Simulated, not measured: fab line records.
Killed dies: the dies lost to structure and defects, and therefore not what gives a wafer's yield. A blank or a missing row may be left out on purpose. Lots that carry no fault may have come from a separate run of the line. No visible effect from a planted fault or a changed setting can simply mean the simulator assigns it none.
Matching of chambers	flow nandHarc	4 sister chambers for NHARC_P_M1_DESCUM_14 on rieDiel-04
The step chemistry O2, time 3 s. 8 wafers are shown with their chamber, then 8 later ones without.

WAFERS PAIRED WITH THEIR CHAMBERS
wafer	chamber	drypumpMotorCurrentA (A)	oesProductAu (a.u.)
L076.5	2	4.9	0.995
L079.3	2	4.9	0.987
L079.5	1	6.4	0.990
L085.6	1	6.4	0.995
L084.1	3	5.3	1.000
L084.3	0	6.1	0.997
L084.6	0	6.0	0.989
L089.1	3	5.3	1.004

WAFERS WITHOUT THEIR CHAMBER
wafer	drypumpMotorCurrentA (A)	oesProductAu (a.u.)
L089.4	6.1	0.992
L089.6	4.9	0.981
L094.2	6.1	1.008
L094.3	4.9	0.991
L094.4	6.4	0.997
L095.1	4.9	0.993
L095.2	5.3	1.016
L095.6	4.9	0.983

WHICH CHAMBER EACH WENT THROUGH
wafer	from the rows above	in truth
L089.4	0	0
L089.6	2	2
L094.2	0	0
L094.3	2	2
L094.4	1	1
L095.1	2	2
L095.2	3	3
L095.6	2	2
Correct placement for 8 of the 8. Not placeable from these rows: 0. Number placed wrongly: 0.
How it was worked out, from the rows above alone: a wafer's distance from a chamber is the root of the sum, over the readings, of the square of ((its reading less the chamber's mean) divided by the reading's scatter). The wafer belongs to the nearest chamber; if the next one is less than 2 further off, it can't be placed. Each chamber's mean is taken over the wafers shown for it. How the scatter is found: for the shown wafers, subtract from each reading the mean of its chamber, square and add these, divide the total by (wafers less chambers), then take the root.
